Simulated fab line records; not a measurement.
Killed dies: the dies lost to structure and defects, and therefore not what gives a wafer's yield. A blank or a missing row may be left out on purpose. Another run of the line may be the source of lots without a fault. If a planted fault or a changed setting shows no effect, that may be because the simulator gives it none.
fab line records	flow nand-harc
record lots=13	wafers=39	last-day=24
route steps=1159 shown P_GATE@131
lots with no fault: from the same line, run without faults
start-h: start of the lot's first displayed wafer, in hours after the record's first day	wait-h: hours since the lot's step before	" identical to the entry in the row above	L1.1+2: a single row standing in for several wafers	- either no value or no given start	* or withheld: withheld	< > ~ a bound
route shown NAME@n: names a module that has steps shown in the file, with the first one's number in the route	usual: the fault-free wafers' mean and standard deviation	same: alike in all rows	chamber/n: place in a boat	sites: readings site by site	_std_site: the standard deviation of these	_edge_site: inner sites' mean taken away from outer sites' mean	radius-mm: for every site, how far away it sits from the centre of the wafer	mask NAME#n: copy n	behind: the last tool/chamber to shape the wafer	hold: why the lot was held/for how many hours/how that ended	device: the transistor (n, p or np) that didn't switch	end of line: at the end of the route, the tests of the same wafers	a step without rows: its recipe alone	killed: count of dies lost to structure and defects at first sort (not the wafer's yield)	map: dies across one wafer; x = killed, . = not, _ = none there
set.NAME: the setting that was run; set.NAME@STEP: the one run at that earlier step	model.NAME: the simulator's own value behind a step, which no gauge read
a sample of lots followed through the steps of the route, with each step as a table and each wafer as a row
services: when a tool's chamber went out of use (start-h, in hours from the record's first day, below 0 if earlier), for how many hours, and the reason
## steps
# step NHARC_P_GATE_HM_DEP_102
# recipe target-thk-a=1200	temp-c=400	material=aC
# usual throttle-valve-pct=35.000/0.0091
lot.wafer	tool	chamber	start-h	wait-h	throttle-valve-pct
L988.4	acl-dep-02	0	86.82	0.7	34.989
L988.5	"	0	"	"	35.012
L988.6	"	0	"	"	35.000
L989.4	acl-dep-01	0	95.98	2.0	35.009
L989.5	"	0	"	"	35.015
L989.6	"	0	"	"	35.001
L990.1	acl-dep-03	0	107.48	3.0	34.997
L990.3	"	0	"	"	35.001
L990.4	"	0	"	"	35.007
L991.1	acl-dep-02	0	108.04	3.5	35.015
L991.2	"	0	"	"	34.992
L991.6	"	0	"	"	35.015
L993.2	acl-dep-03	0	111.30	0.7	35.000
L993.5	"	0	"	"	35.008
L993.6	"	0	"	"	35.006
L102.1	acl-dep-01	0	179.04	2.1	35.002
L102.4	"	0	"	"	35.006
L102.6	"	0	"	"	35.006
L104.1	acl-dep-02	0	185.71	0.7	35.002
L104.3	"	0	"	"	35.006
L104.6	"	0	"	"	34.993
L105.3	acl-dep-01	0	194.42	0.6	35.005
L105.4	"	0	"	"	34.978
L105.6	"	0	"	"	34.994
L106.2	acl-dep-02	0	194.51	0.7	35.014
L106.3	"	0	"	"	34.985
L106.4	"	0	"	"	34.981
L107.1	acl-dep-02	0	202.19	0.8	35.011
L107.3	"	0	"	"	34.995
L107.6	"	0	"	"	34.983
L109.1	acl-dep-03	0	210.70	1.5	35.011
L109.3	"	0	"	"	34.982
L109.4	"	0	"	"	35.006
L108.1	acl-dep-02	0	211.02	1.8	34.991
L108.3	"	0	"	"	35.010
L108.4	"	0	"	"	34.998
L110.2	acl-dep-01	0	221.25	1.7	34.993
L110.4	"	0	"	"	34.992
L110.6	"	0	"	"	35.005
# step NHARC_P_GATE_CD_MEAS_46
# recipe target-cd-nm=720	landing-energy-ev=500
# usual cd-nm=720.0/1.3
lot.wafer	tool	chamber	start-h	wait-h	cd-nm
L988.4	cd-sem-03	0	100.46	-	720.9
L988.5	"	0	"	"	719.8
L988.6	"	0	"	"	722.4
L989.4	cd-sem-03	0	109.08	-	719.4
L989.5	"	0	"	"	718.2
L989.6	"	0	"	"	717.9
L990.1	cd-sem-03	0	121.45	-	719.1
L990.3	"	0	"	"	719.5
L990.4	"	0	"	"	718.2
L991.1	cd-sem-03	0	121.61	-	718.6
L991.2	"	0	"	"	720.8
L991.6	"	0	"	"	720.6
L993.2	cd-sem-02	0	124.68	-	721.9
L993.5	"	0	"	"	722.2
L993.6	"	0	"	"	720.9
L102.1	cd-sem-03	0	194.95	-	721.0
L102.4	"	0	"	"	721.8
L102.6	"	0	"	"	721.5
L104.1	cd-sem-02	0	198.97	-	721.0
L104.3	"	0	"	"	720.3
L104.6	"	0	"	"	719.9
L106.2	cd-sem-03	0	207.88	-	720.9
L106.3	"	0	"	"	719.2
L106.4	"	0	"	"	719.7
L105.3	cd-sem-01	0	209.95	-	717.2
L105.4	"	0	"	"	719.5
L105.6	"	0	"	"	720.6
L107.1	cd-sem-01	0	215.45	-	721.4
L107.3	"	0	"	"	719.1
L107.6	"	0	"	"	720.4
L109.1	cd-sem-01	0	224.18	-	719.7
L109.3	"	0	"	"	721.4
L109.4	"	0	"	"	718.8
L108.1	cd-sem-02	0	224.77	-	721.0
L108.3	"	0	"	"	722.5
L108.4	"	0	"	"	717.5
L110.2	cd-sem-02	0	236.78	-	719.1
L110.4	"	0	"	"	719.0
L110.6	"	0	"	"	720.8
# step NHARC_P_GATE_EXPOSE_56
# recipe na=0.6	target-cd-nm=720	dose-mj=14.81	mask-id=P_PSD
lot.wafer	tool	chamber	start-h	wait-h	mask
L988.4+5+6	krf-scanner-04	0	102.06	-	P_PSD#0
L989.4+5+6	krf-scanner-03	0	111.28	-	P_PSD#0
L990.1+3+4	krf-scanner-04	0	123.06	-	P_PSD#0
L991.1+2+6	krf-scanner-03	0	123.35	-	P_PSD#0
L993.2+5+6	krf-scanner-03	0	126.17	-	P_PSD_R1#0
L102.1+4+6	krf-scanner-04	0	196.43	-	P_PSD#0
L104.1+3+6	krf-scanner-03	0	200.73	-	P_PSD#0
L106.2+3+4	krf-scanner-04	0	209.47	-	P_PSD#0
L105.3+4+6	krf-scanner-03	0	211.56	-	P_PSD#0
L107.1+3+6	krf-scanner-03	0	216.93	-	P_PSD#0
L109.1+3+4	krf-scanner-03	0	225.67	-	P_PSD#0
L108.1+3+4	krf-scanner-04	0	226.53	-	P_PSD#0
L110.2+4+6	krf-scanner-01	0	238.27	-	P_PSD#0
# step NHARC_P_GATE_CD_MEAS_59
# recipe target-cd-nm=720	landing-energy-ev=500
# usual cd-nm=720.6/1.1
lot.wafer	tool	chamber	start-h	wait-h	cd-nm
L988.4	cd-sem-02	0	102.22	-	718.5
L988.5	"	0	"	"	719.6
L988.6	"	0	"	"	717.4
L989.4	cd-sem-01	0	111.43	-	721.2
L989.5	"	0	"	"	720.6
L989.6	"	0	"	"	720.3
L990.1	cd-sem-03	0	123.22	-	722.1
L990.3	"	0	"	"	722.0
L990.4	"	0	"	"	721.6
L991.1	cd-sem-01	0	123.50	-	720.7
L991.2	"	0	"	"	722.2
L991.6	"	0	"	"	720.8
L993.2	cd-sem-03	0	126.32	-	679.8
L993.5	"	0	"	"	681.0
L993.6	"	0	"	"	680.6
L102.1	cd-sem-01	0	196.58	-	724.2
L102.4	"	0	"	"	721.2
L102.6	"	0	"	"	720.2
L104.1	cd-sem-02	0	200.89	-	721.1
L104.3	"	0	"	"	721.1
L104.6	"	0	"	"	721.1
L106.2	cd-sem-01	0	209.63	-	721.8
L106.3	"	0	"	"	721.4
L106.4	"	0	"	"	721.4
L105.3	cd-sem-01	0	211.71	-	722.3
L105.4	"	0	"	"	721.8
L105.6	"	0	"	"	722.0
L107.1	cd-sem-02	0	217.09	-	721.0
L107.3	"	0	"	"	721.0
L107.6	"	0	"	"	718.1
L109.1	cd-sem-03	0	225.83	-	721.1
L109.3	"	0	"	"	720.9
L109.4	"	0	"	"	718.6
L108.1	cd-sem-03	0	226.69	-	723.0
L108.3	"	0	"	"	722.3
L108.4	"	0	"	"	720.6
L110.2	cd-sem-01	0	238.43	-	720.7
L110.4	"	0	"	"	720.2
L110.6	"	0	"	"	720.9
# step NHARC_P_GATE_STRIP_113
# recipe power-w=1500	temp-c=110	time-s=740	chemistry=N2/H2
# usual drypump-motor-current-A=5.4/0.35	heater-power-w=87/9.4
lot.wafer	tool	chamber	start-h	wait-h	drypump-motor-current-A	heater-power-w	rf-hours-counter-h
L988.4	plasma-asher-02	1	105.36	0.8	5.8	92	-
L988.6	"	0	"	"	5.8	93	-
L988.5	"	1	"	"	5.8	95	-
L989.4	plasma-asher-02	0	114.03	0.5	5.8	94	-
L989.6	"	1	"	"	5.8	94	-
L989.5	"	0	"	"	5.8	93	-
L990.1	plasma-asher-01	1	125.83	0.6	5.2	73	5
L990.4	"	0	"	"	5.0	95	-
L990.3	"	1	"	"	5.2	72	-
L991.1	plasma-asher-02	1	125.93	0.3	5.8	92	39
L991.2	"	0	"	"	5.8	95	39
L991.6	"	0	"	"	5.8	93	-
L993.2	plasma-asher-02	0	128.73	0.3	5.8	94	40
L993.6	"	1	"	"	5.8	95	-
L993.5	"	0	"	"	5.8	95	-
L102.1	plasma-asher-01	0	198.99	0.3	5.0	89	32
L102.4	"	0	"	"	5.0	91	-
L102.6	"	1	"	"	5.2	73	-
L104.1	plasma-asher-01	0	203.12	0.2	5.0	91	34
L104.3	"	1	"	"	5.2	71	-
L104.6	"	0	"	"	5.0	90	-
L106.2	plasma-asher-01	0	211.87	0.3	5.0	90	37
L106.4	"	1	"	"	5.2	73	-
L106.3	"	0	"	"	5.0	92	-
L105.4	plasma-asher-01	0	214.17	0.3	5.0	89	-
L105.3	"	1	"	"	5.2	71	-
L105.6	"	0	"	"	5.0	92	-
L107.1	plasma-asher-01	1	219.36	0.3	5.2	72	40
L107.3	"	1	"	"	5.2	71	-
L107.6	"	1	"	"	5.2	73	-
L109.1	plasma-asher-02	0	228.19	0.3	5.8	92	10
L109.3	"	1	"	"	5.8	95	-
L109.4	"	0	"	"	5.8	89	-
L108.1	plasma-asher-02	0	228.85	0.2	5.8	90	11
L108.3	"	0	"	"	5.8	91	-
L108.4	"	1	"	"	5.8	90	-
L110.2	plasma-asher-01	1	240.93	0.3	5.2	73	47
L110.4	"	1	"	"	5.2	71	-
L110.6	"	0	"	"	5.0	89	-
## services
tool	chamber	start-h	hours	kind
krf-scanner-01	-	70.31	0.6	repair
plasma-asher-01	-	71.00	1.5	repair
krf-scanner-03	-	78.45	12.5	repair
krf-scanner-01	-	84.00	4.0	pm
plasma-asher-02	-	86.44	1.4	repair
plasma-asher-01	-	99.47	9.0	pm
plasma-asher-01	0	99.47	9.0	vent-cycle
plasma-asher-01	-	109.28	1.0	repair
krf-scanner-03	-	111.33	1.3	repair
acl-dep-01	-	113.29	13.0	pm
krf-scanner-01	-	114.16	1.4	repair
krf-scanner-04	-	126.00	4.0	pm
krf-scanner-01	-	132.95	0.2	repair
krf-scanner-01	-	135.56	1.4	repair
krf-scanner-03	-	168.00	4.0	pm
acl-dep-02	-	168.24	13.0	pm
plasma-asher-02	-	183.00	9.0	pm
krf-scanner-03	-	196.63	1.4	repair
krf-scanner-01	-	197.30	0.6	repair
krf-scanner-04	-	211.44	10.3	repair
krf-scanner-01	-	211.99	10.6	repair
acl-dep-03	-	225.13	13.0	pm
krf-scanner-03	-	226.32	1.1	repair
krf-scanner-01	-	236.14	1.8	repair
## key
first-sign step=NHARC_P_GATE_EXPOSE_56	reading=mask	direction=changed
effect step=NHARC_P_GATE_CD_MEAS_59	reading=cd-nm	direction=down	sigmas=35	usual=720.6	struck=680.5
met-at NHARC_P_GATE_EXPOSE_56
struck-lots L993
tester-left-out L993
not-acting-at NHARC_P_GATE_HM_DEP_102,NHARC_P_GATE_CD_MEAS_46,NHARC_P_GATE_STRIP_113
onset-between 123.35 126.17
fault kind=wrong-mask	tool=any	chamber=-	onset-h=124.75	steps=NHARC_P_GATE_EXPOSE_56	aux-copy=P_PSD_R1#0	cd-offset-nm=-40.655	scope=struck-lots-only
# tester-left-out: of these lots the tester's yield and bins aren't shown, on N5 and GAA mostly nor the transistor test; their killed dies are dies lost to structure and defects alone, not to doping, threshold or leakage, so they don't give the yield
